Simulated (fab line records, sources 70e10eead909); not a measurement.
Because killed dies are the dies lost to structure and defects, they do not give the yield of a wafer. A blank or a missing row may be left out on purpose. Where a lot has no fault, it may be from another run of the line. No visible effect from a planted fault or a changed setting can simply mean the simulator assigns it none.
Struck lot and sound lot, side by side + flow nandHarc + 14 steps out of a route of 1302
Sound: these wafers, L339.1, L339.4, L339.6. Wafers L334.2, L334.3, L334.4 were the ones struck. At the end, the cause is stated.
At each step with rows: each side's tool, then ch and its chambers, then its first start. Under that, the readings that differ: sound wafers + struck wafers + difference of the means + sigmas: that difference in standard deviations of wafers without a fault.
alike: readings whose means differ by less than 2 such deviations, and words and numbers that are the same on both sides. not compared: withheld readings, readings that some wafer has no value for, bounds like >300 that may hide the same value, and numbers for which the record gives no deviation and whose values overlap.
A row with sigmas, a row that says differs or no value, or rows on one side alone: a step with any of these is where the two part. Numbers that don't overlap but have no deviation are shown without sigmas and don't part them. A reading missing from all wafers of one side parts the sides only when that side holds two or more wafers.

first, 6 steps without rows for these wafers: NHARC_A_DECK1_JOINT_CVD_34 (deposits SiNx, target thk 20 nm); NHARC_A_DECK1_JOINT_DEP_06 (deposits SiOx, target thk 80 nm); NHARC_A_DECK1_JOINT_CURE_26 (time 32 s); NHARC_A_DECK1_JOINT_ANNEAL_27 (time 3600 s); NHARC_A_DECK1_JOINT_ANNEAL_28 (time 1800 s); NHARC_A_DECK1_JOINT_ANNEAL_29 (time 1800 s).
NHARC_A_DECK1_JOINT_CMP_02: polishes SiOx.
  sound on cmp-02 ch 0,2, day 20 12:16; struck on cmp-01 ch 0,1,3, day 18 13:03
  alike: motorCurrentA, slurryFilterDpKPa
following that, these wafers have no rows for 1 step: NHARC_A_DECK1_JOINT_SRD_15.
NHARC_A_DECK1_JOINT_DEP_16: deposits SiO2, target thk 45 nm.
  sound on pecvd-02 ch 1,2, day 20 12:39; struck on pecvd-04 ch 1,2, day 18 13:25
  alike: heaterPowerW, throttleValvePct
NHARC_A_DECK1_JOINT_THK_MEAS_17: measures by ellipsometry.
  sound on filmMetro-02 at day 20 12:54; struck on filmMetro-02 at day 18 13:42
  alike: thkNm
NHARC_A_DECK1_JOINT_INSPECT_05:
  sound on defectInspect-01 at day 20 12:56; struck on defectInspect-02 at day 18 13:44
  alike: rawDefectCount
NHARC_A_ONON_D2_DEP_00: target thk 1000 nm.
  sound on pecvdOnon-01 ch 0, day 20 13:00; struck on pecvdOnon-04 ch 0, day 18 14:02
  alike: sih4FlowSccm
NHARC_A_ONON_D2_THK_MEAS_02: measures by ellipsometry.
  sound on filmMetro-02 at day 20 13:31; struck on filmMetro-02 at day 18 14:29
| reading    | sound       | struck         | difference | sigmas |
|------------|-------------|----------------|------------|--------|
| thkNm (nm) | 982 982 985 | 1054 1055 1052 | +71        | +6     |
then, no rows for these wafers at 1 step: NHARC_A_ONON_D2_DEP_03 (target thk 1000 nm).

WHERE THEY PART
Only at NHARC_A_ONON_D2_THK_MEAS_02, as far as this record shows.

WHY: whatever the simulator had introduced
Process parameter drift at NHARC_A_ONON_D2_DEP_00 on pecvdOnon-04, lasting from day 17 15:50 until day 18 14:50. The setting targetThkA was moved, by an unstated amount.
